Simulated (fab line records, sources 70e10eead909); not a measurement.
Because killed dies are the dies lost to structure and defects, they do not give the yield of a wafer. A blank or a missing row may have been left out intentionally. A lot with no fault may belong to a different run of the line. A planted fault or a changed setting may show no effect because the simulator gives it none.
Matching of chambers || flow nandHarc || 4 sister chambers for NHARC_P_BONDPAD_ETCH_37 on rieDiel-10
The step etches the open film in N2/H2, target depth 60 nm, overetch 18 nm, time 65.91 s. 22 wafers are shown with their chamber, then 11 later ones without.

WAFERS, EACH WITH ITS CHAMBER
{"wafer": "L078.1", "chamber": 2, "showerheadPlenumPTorr (Torr)": 1.94, "rfVppV (V)": 428.8, "oesProductAu (a.u.)": 1.006}
{"wafer": "L078.2", "chamber": 1, "showerheadPlenumPTorr (Torr)": 2.10, "rfVppV (V)": 432.6, "oesProductAu (a.u.)": 1.004}
{"wafer": "L078.3", "chamber": 0, "showerheadPlenumPTorr (Torr)": 2.06, "rfVppV (V)": 431.1, "oesProductAu (a.u.)": 1.005}
{"wafer": "L079.1", "chamber": 1, "showerheadPlenumPTorr (Torr)": 2.10, "rfVppV (V)": 431.2, "oesProductAu (a.u.)": 0.986}
{"wafer": "L079.3", "chamber": 0, "showerheadPlenumPTorr (Torr)": 2.06, "rfVppV (V)": 430.4, "oesProductAu (a.u.)": 0.989}
{"wafer": "L079.4", "chamber": 2, "showerheadPlenumPTorr (Torr)": 1.94, "rfVppV (V)": 427.7, "oesProductAu (a.u.)": 0.987}
{"wafer": "L080.2", "chamber": 3, "showerheadPlenumPTorr (Torr)": 2.15, "rfVppV (V)": 432.9, "oesProductAu (a.u.)": 0.994}
{"wafer": "L080.4", "chamber": 1, "showerheadPlenumPTorr (Torr)": 2.10, "rfVppV (V)": 432.5, "oesProductAu (a.u.)": 1.001}
{"wafer": "L080.6", "chamber": 0, "showerheadPlenumPTorr (Torr)": 2.06, "rfVppV (V)": 430.9, "oesProductAu (a.u.)": 1.005}
{"wafer": "L082.1", "chamber": 2, "showerheadPlenumPTorr (Torr)": 1.94, "rfVppV (V)": 428.4, "oesProductAu (a.u.)": 0.999}
{"wafer": "L082.2", "chamber": 3, "showerheadPlenumPTorr (Torr)": 2.15, "rfVppV (V)": 432.4, "oesProductAu (a.u.)": 0.984}
{"wafer": "L082.5", "chamber": 1, "showerheadPlenumPTorr (Torr)": 2.09, "rfVppV (V)": 431.8, "oesProductAu (a.u.)": 0.995}
{"wafer": "L084.2", "chamber": 2, "showerheadPlenumPTorr (Torr)": 1.94, "rfVppV (V)": 427.8, "oesProductAu (a.u.)": 0.998}
{"wafer": "L084.4", "chamber": 0, "showerheadPlenumPTorr (Torr)": 2.06, "rfVppV (V)": 431.4, "oesProductAu (a.u.)": 1.008}
{"wafer": "L084.6", "chamber": 1, "showerheadPlenumPTorr (Torr)": 2.10, "rfVppV (V)": 432.6, "oesProductAu (a.u.)": 0.992}
{"wafer": "L085.2", "chamber": 0, "showerheadPlenumPTorr (Torr)": 2.06, "rfVppV (V)": 430.9, "oesProductAu (a.u.)": 1.004}
{"wafer": "L085.3", "chamber": 1, "showerheadPlenumPTorr (Torr)": 2.09, "rfVppV (V)": 431.1, "oesProductAu (a.u.)": 0.991}
{"wafer": "L085.4", "chamber": 2, "showerheadPlenumPTorr (Torr)": 1.94, "rfVppV (V)": 429.0, "oesProductAu (a.u.)": 0.990}
{"wafer": "L086.3", "chamber": 3, "showerheadPlenumPTorr (Torr)": 2.15, "rfVppV (V)": 434.6, "oesProductAu (a.u.)": 0.994}
{"wafer": "L086.4", "chamber": 0, "showerheadPlenumPTorr (Torr)": 2.06, "rfVppV (V)": 432.2, "oesProductAu (a.u.)": 1.005}
{"wafer": "L086.6", "chamber": 0, "showerheadPlenumPTorr (Torr)": 2.06, "rfVppV (V)": 431.2, "oesProductAu (a.u.)": 1.009}
{"wafer": "L087.3", "chamber": 2, "showerheadPlenumPTorr (Torr)": 1.94, "rfVppV (V)": 428.3, "oesProductAu (a.u.)": 1.004}

SIGNATURES, as means of the wafers listed above
{"reading": "showerheadPlenumPTorr", "chamber 0": 2.0600, "chamber 1": 2.0967, "chamber 2": 1.9400, "chamber 3": 2.1500, "scatter within a chamber": 0.00272}
{"reading": "rfVppV", "chamber 0": 431.157, "chamber 1": 431.967, "chamber 2": 428.333, "chamber 3": 433.300, "scatter within a chamber": 0.68}
{"reading": "oesProductAu", "chamber 0": 1.00357, "chamber 1": 0.99483, "chamber 2": 0.99733, "chamber 3": 0.99067, "scatter within a chamber": 0.00683}
Rule: for each reading, subtract the chamber's mean from the wafer's reading, divide by that reading's scatter and square the result; add these up over the readings and take the root, which gives the wafer's distance from the chamber. The wafer belongs to the nearest chamber; if the next one is less than 2 further off, it can't be placed. The scatter: the root of (the sum of the squares of (reading less its chamber's mean) over the shown wafers, divided by (wafers less chambers)).

WAFERS WITHOUT THEIR CHAMBER
{"wafer": "L087.4", "showerheadPlenumPTorr (Torr)": 1.94, "rfVppV (V)": 428.7, "oesProductAu (a.u.)": 0.995}
{"wafer": "L087.6", "showerheadPlenumPTorr (Torr)": 2.09, "rfVppV (V)": 431.2, "oesProductAu (a.u.)": 0.997}
{"wafer": "L089.1", "showerheadPlenumPTorr (Torr)": 2.15, "rfVppV (V)": 434.3, "oesProductAu (a.u.)": 1.007}
{"wafer": "L089.2", "showerheadPlenumPTorr (Torr)": 2.06, "rfVppV (V)": 429.6, "oesProductAu (a.u.)": 1.010}
{"wafer": "L089.6", "showerheadPlenumPTorr (Torr)": 2.09, "rfVppV (V)": 433.1, "oesProductAu (a.u.)": 0.993}
{"wafer": "L092.4", "showerheadPlenumPTorr (Torr)": 2.06, "rfVppV (V)": 430.9, "oesProductAu (a.u.)": 1.013}
{"wafer": "L092.5", "showerheadPlenumPTorr (Torr)": 2.06, "rfVppV (V)": 430.3, "oesProductAu (a.u.)": 1.015}
{"wafer": "L092.6", "showerheadPlenumPTorr (Torr)": 2.15, "rfVppV (V)": 433.4, "oesProductAu (a.u.)": 1.008}
{"wafer": "L093.4", "showerheadPlenumPTorr (Torr)": 2.09, "rfVppV (V)": 432.1, "oesProductAu (a.u.)": 0.999}
{"wafer": "L093.5", "showerheadPlenumPTorr (Torr)": 2.06, "rfVppV (V)": 432.1, "oesProductAu (a.u.)": 1.014}
{"wafer": "L093.6", "showerheadPlenumPTorr (Torr)": 2.09, "rfVppV (V)": 432.5, "oesProductAu (a.u.)": 0.997}

WHICH CHAMBER EACH WENT THROUGH
{"wafer": "L087.4", "from the rows above": 2, "in truth": 2}
{"wafer": "L087.6", "from the rows above": 1, "in truth": 1}
{"wafer": "L089.1", "from the rows above": 3, "in truth": 3}
{"wafer": "L089.2", "from the rows above": 0, "in truth": 0}
{"wafer": "L089.6", "from the rows above": 1, "in truth": 1}
{"wafer": "L092.4", "from the rows above": 0, "in truth": 0}
{"wafer": "L092.5", "from the rows above": 0, "in truth": 0}
{"wafer": "L092.6", "from the rows above": 3, "in truth": 3}
{"wafer": "L093.4", "from the rows above": 1, "in truth": 1}
{"wafer": "L093.5", "from the rows above": 0, "in truth": 0}
{"wafer": "L093.6", "from the rows above": 1, "in truth": 1}
11 of 11 placed correctly. Left unplaced by these rows: 0. 0 placed wrongly.
